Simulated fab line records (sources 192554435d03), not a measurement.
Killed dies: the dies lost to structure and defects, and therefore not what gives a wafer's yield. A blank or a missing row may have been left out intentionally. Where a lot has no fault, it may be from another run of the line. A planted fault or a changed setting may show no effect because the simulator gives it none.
Chamber matching	flow n5 finfet	cvd co-01 running N5_BEOL_M5_PRE_CLEAN_77: 3 sister chambers
The step time 15 s. 16 wafers are shown with their chamber, then 8 later ones without.

== EACH WAFER AND ITS CHAMBER ==
wafer	chamber	heater power w (W)	rf fwd power W (W)
L074.2	1	98	297.6
L074.5	2	65	298.1
L074.6	0	97	295.0
L076.1	1	98	298.5
L076.2	2	64	298.4
L076.5	1	98	298.5
L081.2	1	97	296.3
L081.5	2	65	298.5
L081.6	0	99	295.8
L080.1	0	100	296.0
L080.3	2	65	298.3
L080.4	1	96	297.4
L084.1	1	98	296.9
L084.3	0	99	296.3
L084.6	1	99	298.1
L093.2	2	66	295.2

SIGNATURES, as means of the wafers listed above
reading	chamber 0	chamber 1	chamber 2	scatter within a chamber
heater power w	98.75	97.71	65.00	0.968
rf fwd power W	295.775	297.614	297.700	0.997
Rule: for a wafer and a chamber, the distance is found by dividing, reading by reading, the gap between the wafer's reading and the chamber's mean by the reading's scatter, squaring, summing and taking the root. The wafer belongs to the nearest chamber; if the next one is less than 2 further off, it can't be placed. The scatter: the root of (the sum of the squares of (reading less its chamber's mean) over the shown wafers, divided by (wafers less chambers)).

== WAFERS WITHOUT THEIR CHAMBER ==
wafer	heater power w (W)	rf fwd power W (W)
L093.4	99	295.4
L093.5	97	294.9
L095.1	65	297.6
L095.4	100	296.1
L095.5	98	297.1
L096.2	100	296.6
L096.4	97	297.4
L096.6	66	297.1

== THE CHAMBER EACH PASSED THROUGH ==
wafer	from the rows above	in truth
L093.4	0	0
L093.5	can't be placed: 0 or 1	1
L095.1	2	2
L095.4	can't be placed: 0 or 1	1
L095.5	can't be placed: 1 or 0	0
L096.2	can't be placed: 0 or 1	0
L096.4	can't be placed: 1 or 0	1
L096.6	2	2
Correctly placed: 3 of 8. Can't be placed from these rows: 5 (the true chamber is among the candidates in 5). Number placed wrongly: 0.
